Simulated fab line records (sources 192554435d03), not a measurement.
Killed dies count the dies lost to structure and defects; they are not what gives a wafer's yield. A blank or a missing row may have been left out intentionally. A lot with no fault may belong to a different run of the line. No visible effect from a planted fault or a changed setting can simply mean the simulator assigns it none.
Lot-split experiment + flow n5Finfet + on a route of 1938 steps: 7 lots, 21 wafers read

THE SPLIT ITSELF
At N5_PMOS_HMC_CHANNEL_EPI_PEB_07 (peb time 60 s), the setting pebTempC was moved away from the recipe's 110 C on 9 of the 21 wafers read, by -3.2% to +3.4%. This setting was run at the recipe's value on the other wafers.

FROM THE SPLIT ON TO THE READING: in between, the file shows 1 step
- N5_PMOS_HMC_CHANNEL_EPI_DEVELOP_08: develop time 30 s (also split here: developTimeS)

THE READING
Shown in nm: cdNm at N5_PMOS_HMC_CHANNEL_EPI_CD_MEAS_09, with target cd 237.4 nm. Fault-free wafers of this fab line usually give 237.7 nm, standard deviation 1.1 nm.

| wafer  | tool, chamber at the split | pebTempC as run, C | against the recipe | cdNm, nm | against lot-mates on the recipe |
|--------|----------------------------|--------------------|--------------------|----------|---------------------------------|
| L084.3 | lithoTrack-02, 0           | 107.3              | -2.5%              | 228.2    | -8.3                            |
| L084.4 | lithoTrack-02, 0           | 110                | recipe             | 236.5    | -                               |
| L084.5 | lithoTrack-02, 0           | 107.3              | -2.5%              | 229.6    | -6.9                            |
| L086.3 | lithoTrack-02, 0           | 110                | recipe             | 238.5    | -                               |
| L086.5 | lithoTrack-02, 0           | 110                | recipe             | 237.0    | -                               |
| L086.6 | lithoTrack-02, 0           | 113.7              | +3.4%              | 246.7    | +8.9                            |
| L089.1 | lithoTrack-02, 0           | 110                | recipe             | 236.5    | -                               |
| L089.2 | lithoTrack-02, 0           | 106.5              | -3.2%              | 225.6    | -11.9                           |
| L089.6 | lithoTrack-02, 0           | 110                | recipe             | 238.5    | -                               |
| L090.3 | lithoTrack-05, 0           | 107.9              | -1.9%              | 231.9    | -6.1                            |
| L090.4 | lithoTrack-05, 0           | 107.9              | -1.9%              | 231.2    | -6.8                            |
| L090.6 | lithoTrack-05, 0           | 110                | recipe             | 238.0    | -                               |
| L091.3 | lithoTrack-02, 0           | 108.2              | -1.6%              | 231.8    | -5.3                            |
| L091.4 | lithoTrack-02, 0           | 110                | recipe             | 237.2    | -                               |
| L091.6 | lithoTrack-02, 0           | 110                | recipe             | 237.1    | -                               |
| L094.1 | lithoTrack-01, 0           | 110                | recipe             | 236.2    | -                               |
| L094.2 | lithoTrack-01, 0           | 110                | recipe             | 237.8    | -                               |
| L094.5 | lithoTrack-01, 0           | 110                | recipe             | 237.5    | -                               |
| L097.1 | lithoTrack-05, 0           | 112.7              | +2.5%              | 246.3    | +7.3                            |
| L097.2 | lithoTrack-05, 0           | 110                | recipe             | 239.0    | -                               |
| L097.6 | lithoTrack-05, 0           | 112.7              | +2.5%              | 245.5    | +6.5                            |

THE FIT
A straight line over all 21 wafers: cdNm changes by +3.3 nm for each +1% of pebTempC; r = +0.99; the points scatter about the line by 0.93 nm.
The same after taking each lot's own level away (the mean of its wafers on the recipe; 21 wafers): +3.08 nm for each +1%; r = +0.99; scatter 0.8 nm.
That fit puts the effect of the largest move of pebTempC on the reading at 10 nm.
Across the lots, their own levels run from 236.50 to 239.00 nm, a range of 2.3 times the standard deviation given above.
Consequently the slope shifts little with the lot-to-lot level, the two slopes agreeing.
Check: +10.5 nm against its lot-mates is what the line predicts for one of the wafers moved furthest among these (+3.4%) when that wafer is left out of the fit. It came out at +8.95 nm against them.

FURTHER SPLITS ON THESE WAFERS
Other splits were also applied to these wafers ahead of the reading. Each is held against what the fit with the lots' levels taken away leaves over:
| other split on the same wafers                  | wafers away from the commonest value | r with cdNm (lot level and that fit taken away) |
|-------------------------------------------------|--------------------------------------|-------------------------------------------------|
| N5_PMOS_HMC_CHANNEL_EPI_DEVELOP_08 developTimeS | 5                                    | +0.34                                           |

THE WHOLE CHAIN: every reading that the file lists as answering this split, in the file's order
| step                               | what it does                                                           | reading                                                                    | change (the file's fit)              | r (the file's) |
|------------------------------------|------------------------------------------------------------------------|----------------------------------------------------------------------------|--------------------------------------|----------------|
| N5_PMOS_HMC_CHANNEL_EPI_CD_MEAS_09 | target cd 237.4 nm                                                     | cdNm                                                                       | +3.13 nm for each +1% of the setting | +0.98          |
| N5_PMOS_HMC_CHANNEL_EPI_DESCUM_14  | chemistry O2, time 7.9 s                                               | PMOS_HMC_CHANNEL_EPI.cdNm (the simulator's own value, which no gauge read) | +3.08 nm for each +1% of the setting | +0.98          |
| N5_PMOS_HMC_CHANNEL_EPI_ETCH_32    | etches BARC in N2/H2, stops on SiO2, target depth 85.8 nm, time 50.3 s | PMOS_HMC_CHANNEL_EPI.cdNm (the simulator's own value, which no gauge read) | +3.19 nm for each +1% of the setting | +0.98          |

THE FILE'S OWN FIT
cdNm changes by +3.13 nm for each +1% of pebTempC, r = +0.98.
